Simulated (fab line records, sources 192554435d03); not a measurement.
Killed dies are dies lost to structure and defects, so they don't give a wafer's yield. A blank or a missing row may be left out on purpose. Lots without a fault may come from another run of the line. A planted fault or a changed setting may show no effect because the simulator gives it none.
fab line records | flow n5_finfet
record lots=7 wafers=39
route steps=1938 shown FIN_SAQP@99 BEOL_M0_SAQP@663 BEOL_M1@751 BEOL_M3@980 BEOL_M4@1083 BEOL_M5@1191
start_h: hours from the record's first day to the start of the lot's first wafer shown | wait_h: hours since the lot's step before | " the same as in the row above | L1.1+2: a row that stands for several wafers | - no value, or no start given | * or withheld: withheld | < > ~ a bound
route shown NAME@n: a module of which the file shows steps, and the number in the route of the first | usual: mean/standard deviation of fault-free wafers | same: alike in all rows | chamber/n: place in a boat | sites: the reading at each site | _std_site: their standard deviation | _edge_site: outer sites' mean less inner sites' | radius_mm: how far each site lies from the wafer's centre | mask NAME#n: copy n | behind: the tool/chamber that last shaped the wafer | hold: why the lot was held/for how many hours/how that ended | device: the transistor (n, p or np) that didn't switch | end of line: the same wafers' tests at the end of the route | a step without rows: its recipe alone | killed: dies lost to structure and defects at the first sort, not the wafer's yield | map: a wafer's dies, x killed, . not, _ none there
set.NAME: the setting as run; set.NAME@STEP: as run at that earlier step | model.NAME: the simulator's own value behind a step, which no gauge read
lots whose settings were changed on purpose; a table a step, a row a wafer
## steps
# step N5_FIN_SAQP_PECVD_48
# recipe material=SiNx target_thk_a=250 temp_c=400 precursor=SiH4/NH3/N2 pressure_torr=1.5 rf_w=300 time_s=22.1
# columns lot.wafer tool chamber start_h wait_h set.time_s model.SiNx_of_FIN_SAQP_PECVD_48.thk_nm
L078.1 pecvd-02 1 49.15 0.0 26.33 29.32
L078.2 " 0 " " 22.1 24.77
L078.3 " 1 " " 26.33 30.33
L078.4 " 0 " " 22.1 25.14
L078.5 " 1 " " 22.1 25.4
L078.6 " 0 " " 26.33 29.55
L080.1 pecvd-01 0 57.44 0.0 22.1 25.1
L080.2 " 2 " " 22.1 25.04
L080.3 " 1 " " 22.1 24.92
L080.4 " 1 " " 22.1 25.42
L080.5 " 2 " " 22.1 25.25
L080.6 " 0 " " 22.1 25.45
L083.2 pecvd-01 0 76.76 0.0 22.1 24.9
L083.3 " 2 " " 22.1 25.37
L083.5 " 2 " " 22.1 25.36
L087.1 pecvd-02 0 101.37 0.0 22.1 25.34
L087.2 " 2 " " 22.1 25.4
L087.3 " 1 " " 13.65 15.36
L087.4 " 2 " " 13.65 16.11
L087.5 " 0 " " 13.65 15.87
L087.6 " 1 " " 22.1 25.47
L090.1 pecvd-01 1 117.07 0.0 22.1 24.65
L090.2 " 2 " " 17.13 19.44
L090.3 " 0 " " 22.1 24.58
L090.4 " 1 " " 17.13 19.89
L090.5 " 2 " " 22.1 25.23
L090.6 " 0 " " 17.13 19.4
L096.1 pecvd-03 0 153.50 0.0 22.1 24.61
L096.2 " 1 " " 34.47 38.57
L096.3 " 2 " " 34.47 38.31
L096.4 " 2 " " 34.47 39.08
L096.5 " 0 " " 22.1 24.76
L096.6 " 1 " " 22.1 24.91
L097.1 pecvd-03 1 158.84 0.0 16.62 18.37
L097.2 " 2 " " 16.62 18.47
L097.3 " 0 " " 22.1 24.5
L097.4 " 2 " " 22.1 25.01
L097.5 " 0 " " 22.1 25
L097.6 " 1 " " 16.62 19.06
# step N5_FIN_SAQP_PECVD_06
# recipe material=a-Si target_thk_a=600 temp_c=400 precursor=SiH4/He pressure_torr=3 rf_w=100 time_s=48.1
# step N5_FIN_SAQP_MANDREL1_REMOVE_56
# recipe chemistry=HBr/Cl2/O2 bt_time_s=10 target=a-Si stop_on=SiNx endpoint=OES-SiCl over_etch_frac=1 icp_w=600 bias_w=22 HBr_flow_sccm=150 Cl2_flow_sccm=80 O2_flow_sccm=5 pressure_mtorr=10
# step N5_FIN_SAQP_ETCH_57
# recipe chemistry=CH3F/O2 target=SiNx mask_material=SiO2 target_depth_a=325 time_s=46.4 pressure_mtorr=30 source_w=395 bias_w=73 Ar_flow_sccm=150 CH3F_flow_sccm=30 O2_flow_sccm=20 ion_energy_ev=120 ends=cleared
# usual etch_rf_on_time_s=46.2/0.86
# columns lot.wafer tool chamber start_h wait_h set.time_s@FIN_SAQP_PECVD_48 etch_rf_on_time_s model.etch.depth_nm
L078.1 rie_diel-04 2 51.96 0.0 26.33 54.3 29.07
L078.2 " 3 " " 22.1 45.2 24.77
L078.3 " 0 " " 26.33 54.5 30.33
L078.4 " 1 " " 22.1 46.7 25.14
L078.5 " 3 " " 22.1 46.1 25.4
L078.6 " 2 " " 26.33 55.5 29.3
L080.1 rie_diel-05 0 60.09 0.0 22.1 46.6 25.1
L080.2 " 2 " " 22.1 46.9 25.04
L080.3 " 3 " " 22.1 46.5 24.92
L080.4 " 1 " " 22.1 48.6 25.42
L080.5 " 3 " " 22.1 47.0 25.25
L080.6 " 2 " " 22.1 47.8 25.45
L083.2 rie_diel-04 1 79.56 0.1 22.1 45.8 24.9
L083.3 " 2 " " 22.1 47.2 25.18
L083.5 " 1 " " 22.1 46.4 25.36
L087.1 rie_diel-01 3 104.42 0.0 22.1 47.3 25.3
L087.2 " 0 " " 22.1 47.7 25.14
L087.3 " 1 " " 13.65 28.6 15.36
L087.4 " 2 " " 13.65 29.8 15.89
L087.5 " 3 " " 13.65 29.1 15.61
L087.6 " 2 " " 22.1 47.5 25.25
L090.1 rie_diel-01 2 120.33 0.1 22.1 46.1 24.65
L090.2 " 0 " " 17.13 36.1 19.4
L090.3 " 1 " " 22.1 44.6 24.35
L090.4 " 3 " " 17.13 35.9 19.63
L090.5 " 3 " " 22.1 46.0 25.01
L090.6 " 0 " " 17.13 35.9 19.14
L096.1 rie_diel-05 3 156.53 0.1 22.1 45.3 24.61
L096.2 " 1 " " 34.47 72.9 38.57
L096.3 " 0 " " 34.47 71.1 38.31
L096.4 " 2 " " 34.47 72.1 39.08
L096.5 " 2 " " 22.1 45.7 24.76
L096.6 " 3 " " 22.1 45.7 24.91
L097.1 rie_diel-01 1 162.12 0.0 16.62 33.4 18.14
L097.2 " 3 " " 16.62 33.6 18.47
L097.3 " 2 " " 22.1 45.5 24.46
L097.4 " 0 " " 22.1 46.1 24.76
L097.5 " 0 " " 22.1 46.6 25
L097.6 " 1 " " 16.62 34.8 18.8
# step N5_BEOL_M0_SAQP_SPACER1_ALD_98
# recipe material=SiO2 target_thk_a=128 temp_c=300 ald_precursor_family=BDEAS ald_co_reactant=O2-plasma pulse_time_s=1 purge_time_s=2 co_reactant_purge_time_s=2 ald_cycles=138 pressure_torr=2
# columns lot.wafer tool chamber start_h wait_h set.ald_cycles model.SiO2_of_BEOL_M0_SAQP_SPACER1_ALD_98.thk_nm
L078.1+2+3+4+5+6 ald_sin-04 3,2,1,0,2,1 142.10 0.3 138 12.8
L080.1+2+4 ald_sin-01 0,3,2 148.27 0.3 138 12.8
L080.3+5+6 " 1,3,2 " " 70 6.4
L083.2+5 ald_sin-03 2,3 173.78 0.3 138 12.8
L083.3 " 2 " " 138 12.6
L087.1+2+3+4+5+6 ald_sin-01 0,1,2,3,1,0 202.95 0.3 138 12.8
L090.1+2+3+4+5+6 ald_sin-04 2,3,0,1,3,2 210.28 0.5 138 12.8
L096.1+2+4 ald_sin-01 1,2,1 244.29 0.4 89 8.2
L096.3+5+6 " 0,2,0 " " 138 12.8
L097.1+2+3+4+5+6 ald_sin-03 3,2,1,0,0,3 247.07 0.3 138 12.8
# step N5_BEOL_M0_SAQP_SPACER1_ETCHBACK_99
# recipe chemistry=CHF3/O2 mode=anisotropic_etchback target=SiO2 target_depth_a=154 time_s=7.7 pressure_mtorr=30 source_w=650 bias_w=170 Ar_flow_sccm=200 CHF3_flow_sccm=50 O2_flow_sccm=5 ion_energy_ev=200
# step N5_BEOL_M0_SAQP_MANDREL1_REMOVE_100
# recipe chemistry=HBr/Cl2/O2 bt_time_s=10 target=a-Si stop_on=SiNx endpoint=OES-SiCl over_etch_frac=0.85 icp_w=600 bias_w=30 HBr_flow_sccm=150 Cl2_flow_sccm=80 O2_flow_sccm=5 pressure_mtorr=10
# columns lot.wafer tool chamber start_h wait_h set.ald_cycles@BEOL_M0_SAQP_SPACER1_ALD_98 model.BEOL_M0_SAQP.cd_nm model.SiO2_of_BEOL_M0_SAQP_SPACER1_ALD_98.thk_nm
L078.1+2+3+4+6 rie_si-04 1,0,2,3,0 142.88 0.1 138 12.8 7.4
L078.5 " 3 " " 138 13 7.4
L080.1 rie_si-03 3 148.85 0.1 138 12.8 7.4
L080.2+4 " 2,0 " " 138 12.6 7.4
L080.3+5+6 " 1,0,1 " " 70 6.4 3
L083.2+3+5 rie_si-05 3,1,2 174.57 0.1 138 12.8 7.4
L087.1+6 rie_si-03 3 203.69 0.1 138 13 7.4
L087.2+3+4+5 " 0,2,0,2 " " 138 12.8 7.4
L090.1+4+5 rie_si-03 3,0,3 210.87 0.1 138 12.8 7.4
L090.2+6 " 0,2 " " 138 12.6 7.4
L090.3 " 2 " " 138 12.4 7.4
L096.1+2+4 rie_si-04 0,3,1 244.85 0.1 89 8.2 3.8
L096.3+5+6 " 2,2,3 " " 138 12.6 7.4
L097.1+2+3+4+5+6 rie_si-05 3,1,2,0,3,2 247.66 0.1 138 12.8 7.4
# step N5_BEOL_M0_SAQP_CD_MEAS_25
# recipe target_cd_nm=13.1 landing_energy_ev=1000 detector=se_inlens
# usual cd_nm=12.75/0.22
# columns lot.wafer tool chamber start_h wait_h set.ald_cycles@BEOL_M0_SAQP_SPACER1_ALD_98 cd_nm
L078.1 cd_sem-01 0 142.99 0.1 138 13.13
L078.2 " 0 " " 138 12.71
L078.3 " 0 " " 138 13.01
L078.4 " 0 " " 138 12.99
L078.5 " 0 " " 138 13.07
L078.6 " 0 " " 138 12.63
L080.1 cd_sem-02 0 148.96 0.1 138 12.75
L080.2 " 0 " " 138 12.53
L080.3 " 0 " " 70 6.45
L080.4 " 0 " " 138 12.64
L080.5 " 0 " " 70 6.82
L080.6 " 0 " " 70 6.41
L083.2 cd_sem-02 0 174.68 0.1 138 12.56
L083.3 " 0 " " 138 13.20
L083.5 " 0 " " 138 12.48
L087.1 cd_sem-03 0 203.80 0.1 138 13.10
L087.2 " 0 " " 138 12.69
L087.3 " 0 " " 138 12.68
L087.4 " 0 " " 138 12.58
L087.5 " 0 " " 138 12.74
L087.6 " 0 " " 138 12.69
L090.1 cd_sem-02 0 210.98 0.1 138 12.69
L090.2 " 0 " " 138 12.06
L090.3 " 0 " " 138 12.56
L090.4 " 0 " " 138 12.69
L090.5 " 0 " " 138 12.87
L090.6 " 0 " " 138 13.11
L096.1 cd_sem-02 0 244.96 0.1 89 8.24
L096.2 " 0 " " 89 8.03
L096.3 " 0 " " 138 12.54
L096.4 " 0 " " 89 8.04
L096.5 " 0 " " 138 12.50
L096.6 " 0 " " 138 12.77
L097.1 cd_sem-01 0 247.77 0.1 138 13.04
L097.2 " 0 " " 138 12.50
L097.3 " 0 " " 138 13.11
L097.4 " 0 " " 138 12.79
L097.5 " 0 " " 138 12.64
L097.6 " 0 " " 138 13.02
# step N5_BEOL_M1_ILD_DEP_00
# recipe material=SiOC target_thk_a=790 temp_c=350 precursor=DEMS/O2 pressure_torr=5 rf_w=500 time_s=15.3
# columns lot.wafer tool chamber start_h wait_h set.target_thk_a model.SiOC_of_BEOL_M1_ILD_DEP_00.thk_nm
L078.1 pecvd-02 1 150.73 0.0 1230 123.4
L078.2 " 0 " " 790 79.4
L078.3 " 2 " " 790 79.2
L078.4 " 2 " " 1230 124.2
L078.5 " 1 " " 790 81.4
L078.6 " 0 " " 1230 124
L080.1 pecvd-04 2 163.96 0.0 790 77.8
L080.2+5 " 0,1 " " 339.5 34.2
L080.3 " 1 " " 790 78.4
L080.4 " 0 " " 339.5 34.6
L080.6 " 2 " " 790 79.6
L083.2 pecvd-03 0 186.92 0.0 790 78
L083.3 " 2 " " 790 78.8
L083.5 " 1 " " 790 79.8
L087.1 pecvd-04 0 215.56 0.0 790 77.4
L087.2 " 1 " " 946.4 93
L087.3 " 0 " " 790 78.6
L087.4 " 1 " " 946.4 95
L087.5 " 1 " " 946.4 94.8
L087.6 " 0 " " 790 79.4
L090.1 pecvd-02 1 220.80 0.0 790 79
L090.2 " 2 " " 790 78.6
L090.3 " 0 " " 790 78.8
L090.4 " 2 " " 790 81
L090.5 " 0 " " 790 80.4
L090.6 " 1 " " 790 80.6
L096.1 pecvd-03 0 255.34 0.0 520.8 51.6
L096.2 " 2 " " 520.8 52.2
L096.3 " 0 " " 520.8 52.6
L096.4 " 2 " " 790 79.4
L096.5 " 2 " " 790 80.6
L096.6 " 0 " " 790 79.2
L097.1 pecvd-02 2 256.58 0.0 790 78.4
L097.2 " 0 " " 790 78.8
L097.3 " 1 " " 790 79.2
L097.4+5 " 1,2 " " 1016 102.8
L097.6 " 0 " " 1016 103.4
# step N5_BEOL_M1_THK_MEAS_01
# recipe reads=SiOC_of_BEOL_M1_ILD_DEP_00
# usual M1_ILD_THK=79.1/0.98
# columns lot.wafer tool chamber start_h wait_h set.target_thk_a@BEOL_M1_ILD_DEP_00 M1_ILD_THK[nm]
L078.1 film_metro-01 - 150.80 0.1 1230 123.4
L078.2 " - " " 790 79.5
L078.3 " - " " 790 79.3
L078.4 " - " " 1230 124.1
L078.5 " - " " 790 81.5
L078.6 " - " " 1230 124.0
L080.1 film_metro-02 - 164.03 0.0 790 77.7
L080.2 " - " " 339.5 34.3
L080.3 " - " " 790 78.4
L080.4 " - " " 339.5 34.5
L080.5 " - " " 339.5 34.1
L080.6 " - " " 790 79.5
L083.2 film_metro-01 - 186.99 0.1 790 78.0
L083.3 " - " " 790 78.8
L083.5 " - " " 790 80.0
L087.1 film_metro-02 - 215.65 0.1 790 77.5
L087.2 " - " " 946.4 92.9
L087.3 " - " " 790 78.6
L087.4 " - " " 946.4 95.0
L087.5 " - " " 946.4 94.7
L087.6 " - " " 790 79.4
L090.1 film_metro-01 - 220.87 0.0 790 79.0
L090.2 " - " " 790 78.7
L090.3 " - " " 790 78.8
L090.4 " - " " 790 81.0
L090.5 " - " " 790 80.5
L090.6 " - " " 790 80.6
L096.1 film_metro-02 - 255.42 0.1 520.8 51.6
L096.2 " - " " 520.8 52.2
L096.3 " - " " 520.8 52.6
L096.4 " - " " 790 79.6
L096.5 " - " " 790 80.5
L096.6 " - " " 790 79.3
L097.1 film_metro-01 - 256.64 0.0 790 78.5
L097.2 " - " " 790 78.9
L097.3 " - " " 790 79.1
L097.4 " - " " 1016 102.9
L097.5 " - " " 1016 102.9
L097.6 " - " " 1016 103.6
# step N5_BEOL_M3_TRENCH_ETCH_37
# recipe chemistry=C4F6/O2 target_depth_a=555.55 target=SiOC time_s=29.2 ion_energy_ev=250 pressure_mtorr=30 source_w=355 bias_w=185 Ar_flow_sccm=300 C4F6_flow_sccm=10 O2_flow_sccm=10
# columns lot.wafer tool chamber start_h wait_h set.target_depth_a model.BEOL_M3.feature_depth_nm model.etch.depth_nm model.TiN_of_BEOL_M3_HM_DEP_02.thk_nm
L078.1 rie_diel-06 2 - - 555.55 56.4 56.44 17.2
L078.2 " 1 " " 555.55 54.2 54.25 17.2
L078.3 " 3 " " 555.55 55.6 55.55 17
L078.4 " 0 " " 364 36.2 36.21 18.2
L078.5 " 3 " " 364 36.4 36.42 18.2
L078.6 " 0 " " 364 36.4 36.44 17.8
L080.1 rie_diel-02 2 - - 555.55 54.2 54.27 18.2
L080.2 " 0 " " 269.3 26.2 26.28 19
L080.3 " 3 " " 555.55 56.4 56.45 17.6
L080.4 " 1 " " 269.3 27.4 27.45 19
L080.5 " 2 " " 555.55 54.2 54.21 17.6
L080.6 " 1 " " 269.3 27.2 27.26 18.8
L083.2 rie_diel-02 1 - - 555.55 56.6 56.51 17.6
L083.3 " 2 " " 555.55 54 54.06 17.8
L083.5 " 0 " " 555.55 54.2 54.14 17.6
L087.1 rie_diel-02 2 - - 555.55 54.2 54.16 17.6
L087.2 " 0 " " 654.8 63.8 63.75 17.2
L087.3 " 3 " " 654.8 65.4 65.49 16.6
L087.4 " 1 " " 654.8 66.2 66.27 17
L087.5 " 3 " " 555.55 55.8 55.76 17.4
L087.6 " 0 " " 555.55 54 53.96 17.6
L090.1 rie_diel-03 2 - - 555.55 55.8 55.8 18
L090.2 " 0 " " 555.55 54.8 54.79 18.2
L090.3 " 1 " " 419.8 42 42.05 18.4
L090.4 " 3 " " 419.8 41.8 41.8 18.8
L090.5 " 2 " " 419.8 42.4 42.44 18.8
L090.6 " 1 " " 555.55 56.2 56.11 18
L096.1 rie_diel-06 2 - - 727.6 74.4 74.47 16.8
L096.2 " 3 " " 555.55 56 56.03 17.6
L096.3 " 1 " " 727.6 71.2 71.21 17
L096.4 " 0 " " 727.6 71.6 71.59 17
L096.5 " 2 " " 555.55 56.4 56.33 17.6
L096.6 " 3 " " 555.55 55.8 55.82 18
L097.1 rie_diel-06 2 - - 676.1 68 68.07 17.8
L097.2 " 0 " " 555.55 54.6 54.68 18
L097.3 " 3 " " 676.1 68.6 68.54 17.2
L097.4 " 1 " " 555.55 54 54.05 18.2
L097.5 " 0 " " 555.55 54.8 54.76 18
L097.6 " 3 " " 676.1 68.2 68.22 17.8
# step N5_BEOL_M3_ETCH_41
# recipe chemistry=CH3F/O2 target=SiCN target_depth_a=299 taper_deg=2 time_s=52.5 ion_energy_ev=120 mask_material=TiN pressure_mtorr=30 source_w=395 bias_w=75 Ar_flow_sccm=150 CH3F_flow_sccm=30 O2_flow_sccm=20
# step N5_BEOL_M3_STRIP_97
# recipe chemistry=N2/H2 time_s=10 power_w=450 temp_c=40 pressure_mtorr=20 rf_frequency_hz=6e+07 bias_power_w=7 n2_flow_sccm=200 h2_flow_sccm=200
# step N5_BEOL_M3_OCD_MEAS_38
# usual trench_depth_nm=55.2/1.1
# columns lot.wafer tool chamber start_h wait_h set.target_depth_a@BEOL_M3_TRENCH_ETCH_37 trench_depth_nm
L078.1 ocd-01 - 193.48 - 555.55 56.4
L078.2 " - " " 555.55 54.6
L078.3 " - " " 555.55 55.9
L078.4 " - " " 364 36.8
L078.5 " - " " 364 35.8
L078.6 " - " " 364 36.3
L080.1 ocd-01 - 194.44 - 555.55 54.1
L080.2 " - " " 269.3 26.2
L080.3 " - " " 555.55 56.4
L080.4 " - " " 269.3 27.8
L080.5 " - " " 555.55 53.9
L080.6 " - " " 269.3 27.1
L083.2 ocd-01 - 233.19 - 555.55 56.7
L083.3 " - " " 555.55 54.0
L083.5 " - " " 555.55 54.3
L087.1 ocd-01 - 245.32 - 555.55 53.6
L087.2 " - " " 654.8 63.6
L087.3 " - " " 654.8 65.1
L087.4 " - " " 654.8 66.5
L087.5 " - " " 555.55 55.7
L087.6 " - " " 555.55 53.7
L090.1 ocd-02 - 248.72 - 555.55 55.9
L090.2 " - " " 555.55 54.8
L090.3 " - " " 419.8 42.1
L090.4 " - " " 419.8 41.1
L090.5 " - " " 419.8 42.1
L090.6 " - " " 555.55 56.2
L096.1 ocd-01 - 295.16 - 727.6 74.0
L096.2 " - " " 555.55 56.0
L096.3 " - " " 727.6 71.1
L096.4 " - " " 727.6 71.4
L096.5 " - " " 555.55 56.0
L096.6 " - " " 555.55 55.9
L097.1 ocd-02 - 300.70 - 676.1 68.2
L097.2 " - " " 555.55 54.6
L097.3 " - " " 676.1 68.5
L097.4 " - " " 555.55 53.9
L097.5 " - " " 555.55 54.5
L097.6 " - " " 676.1 68.0
# step N5_BEOL_M4_CVD_47
# recipe material=Co target_thk_a=30 temp_c=withheld precursor=CCTBA/H2 pressure_torr=30 time_s=223.8
# columns lot.wafer tool chamber start_h wait_h set.target_thk_a model.Co_of_BEOL_M4_CVD_47.thk_nm
L078.1 cvd_co-01 0 203.91 0.1 41.66 4.2
L078.2 " 1 " " 41.66 4
L078.3+5 " 2 " " 30 3.2
L078.4 " 1 " " 30 3
L078.6 " 0 " " 41.66 4.4
L080.1 cvd_co-02 2 204.05 0.0 44.71 4.4
L080.2 " 0 " " 30 3
L080.3+5 " 1,0 " " 30 3.2
L080.4+6 " 2,1 " " 44.71 4.6
L083.2+3+5 cvd_co-01 2,0,0 246.14 0.0 30 3.2
L087.1+3+5 cvd_co-02 2,0,0 264.83 0.3 30 3
L087.2+4+6 " 1,2,1 " " 39.31 3.8
L090.1+5+6 cvd_co-01 2,1,2 269.34 0.0 30 2.8
L090.2+4 " 0 " " 35.31 3.6
L090.3 " 1 " " 35.31 3.4
L096.1+4+6 cvd_co-02 1,2,0 318.59 0.0 24.41 2.6
L096.2+5 " 2,1 " " 30 3.2
L096.3 " 0 " " 30 3
L097.1+3+6 cvd_co-01 2,0,0 318.90 0.1 30 3
L097.2+4+5 " 1,1,2 " " 30 2.8
# step N5_BEOL_M5_DEP_56
# recipe material=SiCN target_thk_a=80 temp_c=withheld precursor=3MS/NH3 pressure_torr=3 rf_w=202 time_s=14
# columns lot.wafer tool chamber start_h wait_h set.target_thk_a model.SiCN_of_BEOL_M5_DEP_56.thk_nm
L078.1 pecvd-04 0 218.88 0.0 80 7.6
L078.2+3+4+5 " 1,0,1,0 " " 80 7.8
L078.6 " 1 " " 80 8
L080.1+6 pecvd-03 1 221.54 0.0 80 8.2
L080.2 " 2 " " 58.39 5.8
L080.3 " 0 " " 58.39 6
L080.4 " 2 " " 58.39 6.2
L080.5 " 0 " " 80 8.4
L083.2 pecvd-02 0 262.41 0.0 80 7.8
L083.3 " 1 " " 80 8
L083.5 " 1 " " 80 8.2
L087.1+5 pecvd-03 0 283.48 0.0 50.82 5.2
L087.2+3 " 2,1 " " 80 8
L087.4 " 1 " " 50.82 5
L087.6 " 2 " " 80 8.2
L090.1+6 pecvd-04 1 285.43 0.0 80 8
L090.2+4+5 " 2,0,2 " " 39.3 3.8
L090.3 " 0 " " 80 7.8
L096.1+4+5 pecvd-03 2,1,2 335.56 0.0 80 8.2
L096.2 " 1 " " 99.7 10
L096.3+6 " 0 " " 99.7 10.2
L097.1+3 pecvd-02 2,0 339.00 0.0 80 7.6
L097.2+5+6 " 1,2,1 " " 80 8
L097.4 " 0 " " 80 7.8
## key
split step=N5_FIN_SAQP_PECVD_48 setting=time_s stated=22.1 by=wafer
response step=N5_FIN_SAQP_PECVD_48 reading=model.SiNx_of_FIN_SAQP_PECVD_48.thk_nm change=+0.248 per=1% r=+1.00
response step=N5_FIN_SAQP_ETCH_57 reading=etch_rf_on_time_s change=* per=1% r=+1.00
response step=N5_FIN_SAQP_ETCH_57 reading=model.etch.depth_nm change=+0.247 per=1% r=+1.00
split step=N5_BEOL_M0_SAQP_SPACER1_ALD_98 setting=ald_cycles stated=138 by=wafer
response step=N5_BEOL_M0_SAQP_SPACER1_ALD_98 reading=model.SiO2_of_BEOL_M0_SAQP_SPACER1_ALD_98.thk_nm change=+0.13 per=1% r=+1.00
response step=N5_BEOL_M0_SAQP_MANDREL1_REMOVE_100 reading=model.BEOL_M0_SAQP.cd_nm change=+0.126 per=1% r=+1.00
response step=N5_BEOL_M0_SAQP_MANDREL1_REMOVE_100 reading=model.SiO2_of_BEOL_M0_SAQP_SPACER1_ALD_98.thk_nm change=+0.0934 per=1% r=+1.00
response step=N5_BEOL_M0_SAQP_CD_MEAS_25 reading=cd_nm change=+0.125 per=1% r=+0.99
split step=N5_BEOL_M1_ILD_DEP_00 setting=target_thk_a stated=790 by=wafer
response step=N5_BEOL_M1_ILD_DEP_00 reading=model.SiOC_of_BEOL_M1_ILD_DEP_00.thk_nm change=+0.792 per=1% r=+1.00
response step=N5_BEOL_M1_THK_MEAS_01 reading=M1_ILD_THK change=+0.792 per=1% r=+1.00
split step=N5_BEOL_M3_TRENCH_ETCH_37 setting=target_depth_a stated=555.55 by=wafer
response step=N5_BEOL_M3_TRENCH_ETCH_37 reading=model.BEOL_M3.feature_depth_nm change=+0.553 per=1% r=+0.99
response step=N5_BEOL_M3_TRENCH_ETCH_37 reading=model.etch.depth_nm change=+0.553 per=1% r=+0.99
response step=N5_BEOL_M3_TRENCH_ETCH_37 reading=model.TiN_of_BEOL_M3_HM_DEP_02.thk_nm change=-0.0244 per=1% r=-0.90
response step=N5_BEOL_M3_OCD_MEAS_38 reading=trench_depth_nm change=+0.554 per=1% r=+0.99
split step=N5_BEOL_M4_CVD_47 setting=target_thk_a stated=30 by=wafer
response step=N5_BEOL_M4_CVD_47 reading=model.Co_of_BEOL_M4_CVD_47.thk_nm change=+0.0285 per=1% r=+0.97
split step=N5_BEOL_M5_DEP_56 setting=target_thk_a stated=80 by=wafer
response step=N5_BEOL_M5_DEP_56 reading=model.SiCN_of_BEOL_M5_DEP_56.thk_nm change=+0.0811 per=1% r=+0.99
